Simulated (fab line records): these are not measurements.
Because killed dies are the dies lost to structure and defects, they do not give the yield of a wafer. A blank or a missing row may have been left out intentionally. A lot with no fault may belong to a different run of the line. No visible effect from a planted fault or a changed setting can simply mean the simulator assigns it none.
fab line records    flow n5_finfet
[record] lots = 7  wafers = 21
route steps=1938 shown MOL_CONTACT_COAG@615 BEOL_M0_CUTY@705 BEOL_M1@770 BEOL_M2@845 BEOL_M3@931
start_h: hours from the record's opening day to when the first of the lot's shown wafers began    wait_h: time in hours since the lot's previous step    " repeats the value in the row above    L1.1+2: one row covering several wafers at once    - no value present, or no start provided    * or withheld: withheld    < > ~ a bound
route shown NAME@n: names a module that has steps shown in the file, with the first one's number in the route    usual: mean and standard deviation over wafers with no fault    same: alike in all rows    chamber/n: place in a boat    sites: readings site by site    _std_site: the standard deviation of these    _edge_site: outer sites' mean less inner sites'    radius_mm: how far each site lies from the wafer's centre    mask NAME#n: copy n    behind: tool/chamber where the wafer was last shaped    hold: reason for holding the lot/hours on hold/outcome of the hold    device: transistor that didn't switch, given as n, p or np    end of line: at the end of the route, the tests of the same wafers    a step without rows: its recipe alone    killed: dies lost to structure and defects at the first sort, not the wafer's yield    map: a wafer's dies, marking killed ones x, the rest . and places with no die _
set.NAME: setting as actually run; set.NAME@STEP: the setting as run at that earlier step    model.NAME: the simulator's own value behind a step, which no gauge read
lots run with intentionally changed settings; tables by step, rows by wafer
[[steps]]
[step N5_MOL_CONTACT_COAG_VIA_ETCH_117]
[recipe] chemistry = C4F6/O2  target_depth_a = 400  overetch_a = 80  mask_material = SOC  target = SiO2  bias_w = 455  pressure_mtorr = 10  time_s = 26  source_w = 325  Ar_flow_sccm = 300  C4F6_flow_sccm = 10  O2_flow_sccm = 10  ion_energy_ev = 575.3  ends = end_point
[usual] rf_vpp_V = 1587/9.6
lot.wafer  tool         chamber  start_h  wait_h  set.bias_w  rf_vpp_V  model.SOC_of_MOL_CONTACT_COAG_COAT_62.thk_nm
L079.1     rie_diel-02  1        132.55   0.0     528.6       1786      50.8
L079.3     "            2        "        "       455         1571      51.6
L079.6     "            0        "        "       528.6       1772      51
L080.1     rie_diel-02  2        137.43   0.0     492.7       1669      51.2
L080.3     "            0        "        "       455         1584      51.2
L080.5     "            3        "        "       492.7       1681      51
L090.2     rie_diel-01  3        202.08   0.0     455         1596      51.8
L090.3     "            2        "        "       487.7       1655      51.4
L090.4     "            0        "        "       487.7       1671      51.4
L093.1     rie_diel-05  0        213.25   0.0     455         1566      51.6
L093.2     "            2        "        "       455         1589      51.4
L093.4     "            1        "        "       455         1600      51.2
L095.3     rie_diel-05  1        227.02   0.0     455         1599      51
L095.5     "            1        "        "       403.2       1459      51.6
L095.6     "            2        "        "       403.2       1450      51.6
L096.1     rie_diel-05  3        239.15   0.0     455         1584      51.6
L096.3     "            2        "        "       455         1587      51.6
L096.5     "            1        "        "       455         1599      51.4
L097.3     rie_diel-05  1        241.17   0.0     383.1       1404      52
L097.5     "            3        "        "       383.1       1392      52
L097.6     "            2        "        "       455         1588      51.6
[step N5_MOL_CONTACT_COAG_CVD_140]
[recipe] material = W  target_thk_a = 665  mode = selective_fill  temp_c = 300  time_s = 215
lot.wafer  tool      chamber  start_h  wait_h  set.target_thk_a  model.W_of_MOL_CONTACT_COAG_CVD_140.thk_nm
L079.1     cvd_w-02  0        133.34   0.1     665               67.8
L079.3     "         0        "        "       665               67.4
L079.6     "         0        "        "       665               67.6
L080.1     cvd_w-02  1        137.94   0.1     665               66.4
L080.3     "         0        "        "       665               66.2
L080.5     "         1        "        "       665               66
L090.2     cvd_w-01  1        202.60   0.1     665               66
L090.3     "         0        "        "       728.8             72.8
L090.4     "         1        "        "       728.8             71.6
L093.1     cvd_w-02  0        213.73   0.1     665               66.2
L093.2+4   "         1        "        "       665               65.8
L095.3     cvd_w-01  1        227.58   0.1     591.7             58.4
L095.5     "         0        "        "       591.7             59
L095.6     "         1        "        "       665               65.6
L096.1+5   cvd_w-01  0,1      239.63   0.1     665               66.4
L096.3     "         0        "        "       665               67.2
L097.3     cvd_w-01  1        241.73   0.1     665               65.8
L097.5     "         1        "        "       665               64.8
L097.6     "         0        "        "       665               65.6
[step N5_BEOL_M0_CUTY_EXPOSE_54]
[recipe] mask_id = M0_ABLK  na = 1.35  source_shape = conventional  sigma_outer = 0.8  polarization = unpolarized  dose_mj = 36
lot.wafer   tool             chamber  start_h  wait_h  mask       set.dose_mj
L079.1+6    arfi_scanner-01  0        149.12   -       M0_ABLK#0  36.99
L079.3      "                0        "        "       M0_ABLK#0  36
L080.1      arfi_scanner-02  0        150.31   -       M0_ABLK#0  35.15
L080.3+5    "                0        "        "       M0_ABLK#0  36
L090.2+3+4  arfi_scanner-03  0        214.64   -       M0_ABLK#0  36
L093.1+2+4  arfi_scanner-01  0        227.77   -       M0_ABLK#0  36
L095.3+5    arfi_scanner-03  0        239.94   -       M0_ABLK#0  36
L095.6      "                0        "        "       M0_ABLK#0  36.78
L096.1+3    arfi_scanner-02  0        251.86   -       M0_ABLK#0  35.02
L096.5      "                0        "        "       M0_ABLK#0  36
L097.3      arfi_scanner-03  0        254.27   -       M0_ABLK#0  36
L097.5+6    "                0        "        "       M0_ABLK#0  34.08
[step N5_BEOL_M0_CUTY_PEB_55]
[recipe] peb_temp_c = 110  peb_time_s = 60  resist = CAR-ArF-block
[step N5_BEOL_M0_CUTY_DEVELOP_56]
[recipe] develop_time_s = 30  developer = TMAH  resist = CAR-ArF-block  rinse_liquid = diw  dry = air_spin  dev_temp_c = 23
[step N5_BEOL_M0_CUTY_CD_MEAS_57]
[recipe] target_cd_nm = 200  landing_energy_ev = 500  detector = se_inlens  polarity = line
[usual] cd_nm = 199.7/0.92
lot.wafer  tool       chamber  start_h  wait_h  set.dose_mj@BEOL_M0_CUTY_EXPOSE_54  cd_nm
L079.1     cd_sem-02  0        149.24   -       36.99                               198.6
L079.3     "          0        "        "       36                                  199.7
L079.6     "          0        "        "       36.99                               197.8
L080.1     cd_sem-03  0        150.44   -       35.15                               200.9
L080.3     "          0        "        "       36                                  199.2
L080.5     "          0        "        "       36                                  200.1
L090.2     cd_sem-03  0        214.76   -       36                                  198.7
L090.3     "          0        "        "       36                                  198.2
L090.4     "          0        "        "       36                                  198.3
L093.1     cd_sem-02  0        227.90   -       36                                  199.8
L093.2     "          0        "        "       36                                  200.0
L093.4     "          0        "        "       36                                  200.0
L095.3     cd_sem-03  0        240.06   -       36                                  197.6
L095.5     "          0        "        "       36                                  198.1
L095.6     "          0        "        "       36.78                               196.5
L096.1     cd_sem-02  0        251.98   -       35.02                               201.1
L096.3     "          0        "        "       35.02                               201.0
L096.5     "          0        "        "       36                                  199.8
L097.3     cd_sem-02  0        254.39   -       36                                  199.2
L097.5     "          0        "        "       34.08                               202.9
L097.6     "          0        "        "       34.08                               202.8
[step N5_BEOL_M0_CUTY_DESCUM_61]
[recipe] chemistry = O2  time_s = 7.9  source_power_w = 50  bias_power_w = 20  pressure_mtorr = 20  rf_frequency_hz = 2.712e+07  temp_c = 40  resist = CAR-ArF-block  o2_flow_sccm = 225
[step N5_BEOL_M0_CUTY_ETCH_62]
[recipe] chemistry = CF4  target = SiARC  mask_material = CAR-ArF-block  time_s = 58.5  ion_energy_ev = 80  pressure_mtorr = 40  source_w = 545  bias_w = 36  Ar_flow_sccm = 100  cf4_flow_sccm = 100  ends = cleared
lot.wafer  tool         chamber  start_h  wait_h  set.dose_mj@BEOL_M0_CUTY_EXPOSE_54  model.BEOL_M0_CUTY.cd_offset_nm
L079.1     rie_diel-02  0        149.45   0.0     36.99                               -1.8
L079.3     "            1        "        "       36                                  -0.2
L079.6     "            3        "        "       36.99                               -2.2
L080.1     rie_diel-02  1        150.88   0.0     35.15                               1.2
L080.3     "            2        "        "       36                                  -0.8
L080.5     "            0        "        "       36                                  0.4
L090.2     rie_diel-02  0        214.88   0.0     36                                  -1.6
L090.3     "            1        "        "       36                                  -1.4
L090.4     "            2        "        "       36                                  -1.2
L093.1     rie_diel-02  3        228.02   0.0     36                                  -0.4
L093.2     "            1        "        "       36                                  0.2
L093.4     "            2        "        "       36                                  -0.2
L095.3     rie_diel-01  3        240.18   0.0     36                                  -2.4
L095.5     "            2        "        "       36                                  -2
L095.6     "            0        "        "       36.78                               -3.4
L096.1     rie_diel-02  0        252.60   0.0     35.02                               0.8
L096.3     "            3        "        "       35.02                               1
L096.5     "            1        "        "       36                                  -0.6
L097.3     rie_diel-01  2        254.51   0.0     36                                  -0.6
L097.5     "            3        "        "       34.08                               2.6
L097.6     "            0        "        "       34.08                               2.8
[step N5_BEOL_M0_CUTY_ETCH_63]
[recipe] chemistry = N2/H2  target = SOC  target_depth_a = 827  overetch_a = 165  mask_material = SiARC  temp_c = 40  ion_energy_ev = 200  time_s = 124  pressure_mtorr = 30  source_w = 840  bias_w = 150  n2_flow_sccm = 200  h2_flow_sccm = 200
[usual] rf_vpp_V = 522.9/1.3
lot.wafer  tool         chamber  start_h  wait_h  set.source_w  rf_vpp_V
L079.1     rie_diel-02  0        149.50   0.0     776.3         534.9
L079.3     "            1        "        "       840           522.9
L079.6     "            3        "        "       776.3         537.7
L080.1     rie_diel-02  1        150.93   0.0     959.9         501.3
L080.3     "            2        "        "       959.9         499.3
L080.5     "            0        "        "       840           520.9
L090.2     rie_diel-02  0        214.93   0.0     840           521.6
L090.3     "            1        "        "       840           523.2
L090.4     "            2        "        "       840           524.5
L093.1     rie_diel-02  3        228.07   0.0     840           523.9
L093.2     "            1        "        "       840           523.6
L093.4     "            2        "        "       840           523.2
L095.3     rie_diel-01  3        240.23   0.0     712.7         553.9
L095.5     "            2        "        "       840           524.9
L095.6     "            0        "        "       840           522.6
L096.1     rie_diel-02  0        252.65   0.0     840           520.6
L096.3     "            3        "        "       840           524.4
L096.5     "            1        "        "       840           523.2
L097.3     rie_diel-01  2        254.55   0.0     986.9         495.3
L097.5     "            3        "        "       986.9         497.3
L097.6     "            0        "        "       840           521.4
[step N5_BEOL_M1_ETCH_64]
[recipe] chemistry = N2/H2  target = SOC  target_depth_a = 750  overetch_a = 150  mask_material = SiARC  temp_c = 40  time_s = 112.5  ion_energy_ev = 200  pressure_mtorr = 30  source_w = 840  bias_w = 150  n2_flow_sccm = 200  h2_flow_sccm = 200
[usual] rf_vpp_V = 524.0/2.1
lot.wafer  tool         chamber  start_h  wait_h  set.bias_w  rf_vpp_V  model.SiARC_of_BEOL_M1_COAT_62.thk_nm
L079.1     rie_diel-06  2        156.37   0.0     150         524.6     6.8
L079.3     "            0        "        "       167.1       563.2     6
L079.6     "            1        "        "       167.1       560.4     6
L080.1     rie_diel-04  3        161.88   0.0     150         525.4     6.8
L080.3     "            0        "        "       150         523.0     7
L080.5     "            2        "        "       150         523.2     6.8
L090.2     rie_diel-03  3        223.07   0.0     150         528.2     6.8
L090.3     "            0        "        "       150         521.0     6.8
L090.4     "            2        "        "       137.9       495.6     7.2
L093.1     rie_diel-04  2        237.84   0.0     150         520.4     6.8
L093.2     "            1        "        "       150         525.5     7
L093.4     "            3        "        "       150         524.6     6.8
L095.3     rie_diel-06  3        252.87   0.0     150         523.9     6.8
L095.5     "            0        "        "       150         524.9     6.8
L095.6     "            3        "        "       150         525.3     6.8
L096.1     rie_diel-03  2        262.39   0.0     150         522.2     6.8
L096.3     "            3        "        "       174.6       580.3     6
L096.5     "            3        "        "       150         524.4     7
L097.3     rie_diel-06  1        262.84   0.0     132.5       482.3     7.6
L097.5     "            2        "        "       150         523.1     6.6
L097.6     "            1        "        "       150         522.7     6.8
[step N5_BEOL_M2_COAT_61]
[recipe] resist = SOC  temp_c = 250  time_s = 60  spin_rpm = 1500  resist_thk_nm = 60
lot.wafer   tool            chamber  start_h  wait_h  set.spin_rpm  model.SOC_of_BEOL_M2_COAT_61.thk_nm
L079.1      litho_track-03  0        166.15   0.1     1500          60.2
L079.3+6    "               0        "        "       1500          60
L080.1      litho_track-04  0        169.86   0.1     1500          59.8
L080.3      "               0        "        "       1562          58.8
L080.5      "               0        "        "       1500          60
L090.2      litho_track-03  0        233.78   0.1     1435          61.2
L090.3+4    "               0        "        "       1500          59.8
L093.1+2+4  litho_track-04  0        247.56   0.1     1500          59.8
L095.3+5    litho_track-03  0        267.29   0.1     1500          60.2
L095.6      "               0        "        "       1500          59.8
L096.1      litho_track-04  0        271.10   0.1     1500          59.8
L096.3+5    "               0        "        "       1500          60
L097.3+5    litho_track-02  0        277.31   0.1     1380          62.4
L097.6      "               0        "        "       1380          62.6
[step N5_BEOL_M2_COAT_73]
[recipe] resist = underlayer  temp_c = 205  time_s = 60  spin_rpm = 1500  resist_thk_nm = 5
lot.wafer   tool            chamber  start_h  wait_h  set.temp_c
L079.1+3+6  litho_track-03  0        -        -       205
L080.1      litho_track-04  0        -        -       196.4
L080.3+5    "               0        "        "       205
L090.2+3    litho_track-03  0        -        -       205
L090.4      "               0        "        "       201.9
L093.1+2+4  litho_track-04  0        -        -       205
L095.3+5+6  litho_track-03  0        -        -       205
L096.1+3+5  litho_track-04  0        -        -       205
L097.3      litho_track-02  0        -        -       205
L097.5+6    "               0        "        "       207.7
[step N5_BEOL_M2_COAT_05]
[recipe] resist = CAR-EUV  spin_rpm = 1500  resist_thk_nm = 30
[step N5_BEOL_M2_EBR_07]
[recipe] solvent = PGMEA  ebr_width_mm = 1.5
[step N5_BEOL_M2_ETCH_74]
[recipe] chemistry = N2/H2  target = underlayer  target_depth_a = 65  mask_material = CAR-EUV  time_s = 5.2  ion_energy_ev = 200  pressure_mtorr = 30  source_w = 840  bias_w = 150  n2_flow_sccm = 200  h2_flow_sccm = 200  ends = cleared
[step N5_BEOL_M2_ETCH_63]
[recipe] chemistry = CF4  target = SiARC  target_depth_a = 156  mask_material = CAR-EUV  time_s = 26  ion_energy_ev = 80  pressure_mtorr = 40  source_w = 545  bias_w = 36  Ar_flow_sccm = 100  cf4_flow_sccm = 100  ends = cleared
[step N5_BEOL_M2_ETCH_64]
[recipe] chemistry = N2/H2  target = SOC  target_depth_a = 750  overetch_a = 225  mask_material = SiARC  temp_c = 40  time_s = 121.9  ion_energy_ev = 200  pressure_mtorr = 30  source_w = 840  bias_w = 150  n2_flow_sccm = 200  h2_flow_sccm = 200
lot.wafer  tool         chamber  start_h  wait_h  set.spin_rpm@BEOL_M2_COAT_61  model.etch.depth_nm
L079.1     rie_diel-02  0        167.10   0.0     1500                          60.25
L079.3     "            1        "        "       1500                          59.94
L079.6     "            2        "        "       1500                          60.08
L080.1     rie_diel-05  2        170.43   0.0     1500                          59.83
L080.3     "            0        "        "       1562                          58.84
L080.5     "            3        "        "       1500                          59.91
L090.2     rie_diel-02  3        234.25   0.0     1435                          61.19
L090.3     "            1        "        "       1500                          59.7
L090.4     "            0        "        "       1500                          59.84
L093.1     rie_diel-05  2        248.03   0.0     1500                          59.72
L093.2     "            1        "        "       1500                          59.81
L093.4     "            0        "        "       1500                          59.87
L095.3     rie_diel-01  2        268.01   0.0     1500                          60.18
L095.5     "            1        "        "       1500                          60.12
L095.6     "            0        "        "       1500                          59.87
L096.1     rie_diel-01  3        271.72   0.0     1500                          59.81
L096.3     "            2        "        "       1500                          59.99
L096.5     "            0        "        "       1500                          59.98
L097.3     rie_diel-02  3        277.84   0.0     1380                          62.38
L097.5     "            1        "        "       1380                          62.41
L097.6     "            2        "        "       1380                          62.52
[step N5_BEOL_M2_STRIP_65]
[recipe] chemistry = N2/H2  temp_c = 40  n2_flow_sccm = 200  h2_flow_sccm = 200  rf_frequency_hz = 6e+07
[step N5_BEOL_M2_STRIP_75]
[recipe] chemistry = N2/H2  temp_c = 40  n2_flow_sccm = 200  h2_flow_sccm = 200  rf_frequency_hz = 6e+07
[step N5_BEOL_M2_STRIP_66]
[recipe] chemistry = CF4  resist = SiARC  power_w = 300  bias_power_w = 75  pressure_mtorr = 50  cf4_flow_sccm = 150  rf_frequency_hz = 6e+07
[step N5_BEOL_M2_HM_OPEN_17]
[recipe] chemistry = Cl2/BCl3  target_depth_a = 200  overetch_a = 60  target = TiN  mask_material = SOC  ion_energy_ev = 150  pressure_mtorr = 10  icp_w = 1000  bias_w = 126  Cl2_flow_sccm = 53.25  bcl3_flow_sccm = 21.75  Ar_flow_sccm = 25
lot.wafer  tool          chamber  start_h  wait_h  set.spin_rpm@BEOL_M2_COAT_61  model.SOC_of_BEOL_M2_COAT_61.thk_nm
L079.1+6   rie_metal-03  1        167.28   0.0     1500                          52.2
L079.3     "             0        "        "       1500                          52
L080.1+5   rie_metal-01  1        170.60   0.0     1500                          51.8
L080.3     "             1        "        "       1562                          50.8
L090.2     rie_metal-03  1        234.42   0.0     1435                          53.2
L090.3+4   "             0,1      "        "       1500                          51.8
L093.1     rie_metal-01  0        248.20   0.0     1500                          51.6
L093.2+4   "             1        "        "       1500                          51.8
L095.3     rie_metal-03  0        268.21   0.1     1500                          52.4
L095.5     "             0        "        "       1500                          52.2
L095.6     "             1        "        "       1500                          51.8
L096.1     rie_metal-01  1        271.89   0.0     1500                          51.8
L096.3+5   "             1,0      "        "       1500                          52
L097.3+5   rie_metal-02  0        278.04   0.1     1380                          54.6
L097.6     "             1        "        "       1380                          54.8
[step N5_BEOL_M2_ETCH_70]
[recipe] chemistry = N2/H2  target = SOC  target_depth_a = 800  overetch_a = 240  mask_material = SiARC  temp_c = 40  time_s = 130  ion_energy_ev = 200  pressure_mtorr = 30  source_w = 840  bias_w = 150  n2_flow_sccm = 200  h2_flow_sccm = 200
[usual] rf_vpp_V = 522.8/1.2
lot.wafer  tool         chamber  start_h  wait_h  set.source_w  rf_vpp_V
L079.1     rie_diel-01  3        169.79   0.0     840           524.8
L079.3     "            2        "        "       973.5         496.8
L079.6     "            1        "        "       973.5         497.9
L080.1     rie_diel-01  0        178.91   0.0     840           522.4
L080.3     "            2        "        "       840           522.5
L080.5     "            3        "        "       912.1         509.7
L090.2     rie_diel-01  0        236.63   0.0     840           521.8
L090.3     "            3        "        "       747.4         542.9
L090.4     "            0        "        "       747.4         543.2
L093.1     rie_diel-01  0        251.92   0.0     840           520.6
L093.2     "            3        "        "       840           522.5
L093.4     "            3        "        "       840           522.6
L095.3     rie_diel-02  1        273.16   0.0     937.4         504.1
L095.5     "            2        "        "       937.4         504.6
L095.6     "            1        "        "       840           523.1
L096.1     rie_diel-02  2        281.59   0.0     959.6         499.6
L096.3     "            0        "        "       959.6         498.0
L096.5     "            2        "        "       840           523.9
L097.3     rie_diel-02  3        284.76   0.0     840           523.6
L097.5     "            1        "        "       913.5         509.1
L097.6     "            0        "        "       840           520.6
[step N5_BEOL_M3_ILD_DEP_00]
[recipe] material = SiOC  target_thk_a = 790  temp_c = 350  precursor = DEMS/O2  pressure_torr = 5  rf_w = 500  time_s = 15.3
lot.wafer  tool      chamber  start_h  wait_h  set.time_s  model.SiOC_of_BEOL_M3_ILD_DEP_00.thk_nm
L079.1+6   pecvd-03  1,2      174.61   0.0     15.3        79.2
L079.3     "         0        "        "       16.72       85.2
L080.1     pecvd-02  2        183.10   0.0     15.3        79.4
L080.3     "         1        "        "       15.3        78.8
L080.5     "         2        "        "       15.3        80
L090.2+4   pecvd-02  2,0      240.98   0.0     15.3        79.2
L090.3     "         0        "        "       15.3        78
L093.1+2   pecvd-03  2,0      256.56   0.0     15.3        79.6
L093.4     "         1        "        "       15.3        80.6
L095.3     pecvd-03  2        277.88   0.0     15.3        78.4
L095.5     "         2        "        "       15.3        78.6
L095.6     "         0        "        "       16.84       87
L096.1     pecvd-02  2        285.88   0.0     15.3        78
L096.3     "         0        "        "       13.73       70.2
L096.5     "         1        "        "       15.3        80
L097.3     pecvd-03  0        288.96   0.0     15.3        78.4
L097.5     "         0        "        "       13.36       69.8
L097.6     "         2        "        "       15.3        79.8
[step N5_BEOL_M3_THK_MEAS_01]
[recipe] reads = SiOC_of_BEOL_M3_ILD_DEP_00
[usual] M3_ILD_THK = 79.1/0.98
lot.wafer  tool           chamber  start_h  wait_h  set.time_s@BEOL_M3_ILD_DEP_00  M3_ILD_THK[nm]
L079.1     film_metro-01  -        174.67   0.0     15.3                           79.2
L079.3     "              -        "        "       16.72                          85.3
L079.6     "              -        "        "       15.3                           79.1
L080.1     film_metro-01  -        183.17   0.0     15.3                           79.5
L080.3     "              -        "        "       15.3                           78.7
L080.5     "              -        "        "       15.3                           80.0
L090.2     film_metro-02  -        241.05   0.1     15.3                           79.1
L090.3     "              -        "        "       15.3                           78.1
L090.4     "              -        "        "       15.3                           79.2
L093.1     film_metro-01  -        256.63   0.0     15.3                           79.7
L093.2     "              -        "        "       15.3                           79.5
L093.4     "              -        "        "       15.3                           80.7
L095.3     film_metro-02  -        277.95   0.1     15.3                           78.4
L095.5     "              -        "        "       15.3                           78.6
L095.6     "              -        "        "       16.84                          87.1
L096.1     film_metro-02  -        285.95   0.0     15.3                           78.0
L096.3     "              -        "        "       13.73                          70.1
L096.5     "              -        "        "       15.3                           80.1
L097.3     film_metro-01  -        289.03   0.1     15.3                           78.4
L097.5     "              -        "        "       13.36                          69.8
L097.6     "              -        "        "       15.3                           79.9
[[key]]
[split] step = N5_MOL_CONTACT_COAG_VIA_ETCH_117  setting = bias_w  stated = 455  by = wafer
[response] step = N5_MOL_CONTACT_COAG_VIA_ETCH_117  reading = rf_vpp_V  change = +12.1  per = 1%  r = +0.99
[response] step = N5_MOL_CONTACT_COAG_VIA_ETCH_117  reading = model.SOC_of_MOL_CONTACT_COAG_COAT_62.thk_nm  change = -0.037  per = 1%  r = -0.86
[split] step = N5_MOL_CONTACT_COAG_CVD_140  setting = target_thk_a  stated = 665  by = wafer
[response] step = N5_MOL_CONTACT_COAG_CVD_140  reading = model.W_of_MOL_CONTACT_COAG_CVD_140.thk_nm  change = +0.635  per = 1%  r = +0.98
[split] step = N5_BEOL_M0_CUTY_EXPOSE_54  setting = dose_mj  stated = 36  by = wafer
[response] step = N5_BEOL_M0_CUTY_CD_MEAS_57  reading = cd_nm  change = -0.604  per = 1%  r = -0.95
[response] step = N5_BEOL_M0_CUTY_ETCH_62  reading = model.BEOL_M0_CUTY.cd_offset_nm  change = -0.606  per = 1%  r = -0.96
[split] step = N5_BEOL_M0_CUTY_ETCH_63  setting = source_w  stated = 840  by = wafer
[response] step = N5_BEOL_M0_CUTY_ETCH_63  reading = rf_vpp_V  change = -1.62  per = 1%  r = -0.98
[split] step = N5_BEOL_M1_ETCH_64  setting = bias_w  stated = 150  by = wafer
[response] step = N5_BEOL_M1_ETCH_64  reading = rf_vpp_V  change = +3.45  per = 1%  r = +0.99
[response] step = N5_BEOL_M1_ETCH_64  reading = model.SiARC_of_BEOL_M1_COAT_62.thk_nm  change = -0.0627  per = 1%  r = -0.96
[split] step = N5_BEOL_M2_COAT_61  setting = spin_rpm  stated = 1500  by = wafer
[response] step = N5_BEOL_M2_COAT_61  reading = model.SOC_of_BEOL_M2_COAT_61.thk_nm  change = -0.296  per = 1%  r = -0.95
[response] step = N5_BEOL_M2_ETCH_64  reading = model.etch.depth_nm  change = -0.29  per = 1%  r = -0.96
[response] step = N5_BEOL_M2_HM_OPEN_17  reading = model.SOC_of_BEOL_M2_COAT_61.thk_nm  change = -0.284  per = 1%  r = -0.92
[split] step = N5_BEOL_M2_COAT_73  setting = temp_c  stated = 205  by = wafer
response none clear
[split] step = N5_BEOL_M2_ETCH_70  setting = source_w  stated = 840  by = wafer
[response] step = N5_BEOL_M2_ETCH_70  reading = rf_vpp_V  change = -1.7  per = 1%  r = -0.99
[split] step = N5_BEOL_M3_ILD_DEP_00  setting = time_s  stated = 15.3  by = wafer
[response] step = N5_BEOL_M3_ILD_DEP_00  reading = model.SiOC_of_BEOL_M3_ILD_DEP_00.thk_nm  change = +0.771  per = 1%  r = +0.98
[response] step = N5_BEOL_M3_THK_MEAS_01  reading = M3_ILD_THK  change = +0.78  per = 1%  r = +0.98
